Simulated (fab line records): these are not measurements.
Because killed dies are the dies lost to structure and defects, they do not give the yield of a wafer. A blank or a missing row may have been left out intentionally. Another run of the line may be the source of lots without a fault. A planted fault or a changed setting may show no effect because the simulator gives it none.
Split-lot trial	flow n5_finfet	route with 1938 steps; 7 lots, 39 wafers read

THE SPLIT
At N5_ZERO_LAYER_PECVD_02 (deposits SiO2 from SiH4/N2O, target thk 10 nm, time 6 s), the setting time_s was moved away from the recipe's 6 s on 12 of the 39 wafers read, by -36.2% to +29.2%. The other wafers ran this setting at the recipe's value.

Reading taken at the split's own step.

THE READING
SiO2_of_ZERO_LAYER_PECVD_02.thk_nm (the simulator's own value, which no gauge read), in nm, at N5_ZERO_LAYER_PECVD_02 (deposits SiO2 from SiH4/N2O, target thk 10 nm, time 6 s). There is no usual value for it anywhere in the file. Here, 27 wafers ran the recipe; their average is 9.995 nm with a standard deviation of 0.16 nm.

wafer	tool, chamber at the split	time_s as run, s	against the recipe	SiO2_of_ZERO_LAYER_PECVD_02.thk_nm, nm	against lot-mates on the recipe
L075.1	pecvd-01, 0	3.831	-36.2%	6.49	-3.502
L075.2	pecvd-01, 1	6	recipe	10.06	-
L075.3	pecvd-01, 1	6	recipe	9.905	-
L075.4	pecvd-01, 0	3.831	-36.2%	6.678	-3.314
L075.5	pecvd-01, 0	3.831	-36.2%	6.489	-3.503
L075.6	pecvd-01, 1	6	recipe	10.01	-
L081.1	pecvd-04, 0	6	recipe	9.807	-
L081.2	pecvd-04, 1	6	recipe	10.02	-
L081.3	pecvd-04, 2	7.754	+29.2%	12.71	+2.768
L081.4	pecvd-04, 1	7.754	+29.2%	12.98	+3.038
L081.5	pecvd-04, 0	7.754	+29.2%	12.8	+2.858
L081.6	pecvd-04, 2	6	recipe	10	-
L084.1	pecvd-04, 2	6	recipe	10.04	-
L084.4	pecvd-04, 1	6	recipe	10.29	-
L084.6	pecvd-04, 2	6	recipe	10.09	-
L087.1	pecvd-04, 0	7.704	+28.4%	12.54	+2.497
L087.2	pecvd-04, 2	7.704	+28.4%	12.65	+2.607
L087.3	pecvd-04, 1	6	recipe	10.03	-
L087.4	pecvd-04, 1	6	recipe	10.18	-
L087.5	pecvd-04, 2	7.704	+28.4%	12.61	+2.567
L087.6	pecvd-04, 0	6	recipe	9.918	-
L092.1	pecvd-03, 2	6	recipe	10.04	-
L092.2	pecvd-03, 0	6	recipe	9.758	-
L092.3	pecvd-03, 1	6	recipe	10.07	-
L092.4	pecvd-03, 2	6	recipe	10.16	-
L092.5	pecvd-03, 0,1	6	recipe	10.13	-
L092.6	pecvd-03, 0,1	6	recipe	10.13	-
L096.1	pecvd-03, 0	4.106	-31.6%	6.878	-3.222
L096.2	pecvd-03, 2	6	recipe	10	-
L096.3	pecvd-03, 1	4.106	-31.6%	6.826	-3.274
L096.4	pecvd-03, 1	6	recipe	10.1	-
L096.5	pecvd-03, 0	4.106	-31.6%	6.887	-3.213
L096.6	pecvd-03, 2	6	recipe	10.2	-
L097.1	pecvd-03, 2	6	recipe	9.638	-
L097.2	pecvd-03, 1	6	recipe	9.866	-
L097.3	pecvd-03, 0	6	recipe	9.622	-
L097.4	pecvd-03, 2	6	recipe	9.91	-
L097.5	pecvd-03, 1	6	recipe	9.966	-
L097.6	pecvd-03, 0	6	recipe	9.913	-
Rows listing several chambers each stand for several wafers; the file does not say which wafer went through which chamber.

FIT RESULTS
A straight line over all 39 wafers: SiO2_of_ZERO_LAYER_PECVD_02.thk_nm changes by +0.0959 nm for each +1% of time_s; r = +1.00; the points scatter about the line by 0.15 nm.
The same after taking each lot's own level away (the mean of its wafers on the recipe; 39 wafers): +0.0967 nm for each +1%; r = +1.00; scatter 0.13 nm.
Per that fit: largest time_s move, reading shift of 3.5 nm.
Across the lots, their own levels run from 9.8192 to 10.1400 nm, a range of 2.0 times the standard deviation given above.
Consequently the slope shifts little with the lot-to-lot level, the two slopes agreeing.
Check: for one of the wafers moved furthest among these (-36.2%), held out of the fit, the line's prediction against its lot-mates is -3.52 nm. Against them it came out at -3.5 nm.

THE FILE'S OWN FIT
SiO2_of_ZERO_LAYER_PECVD_02.thk_nm changes by +0.0968 nm for each +1% of time_s, r = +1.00.
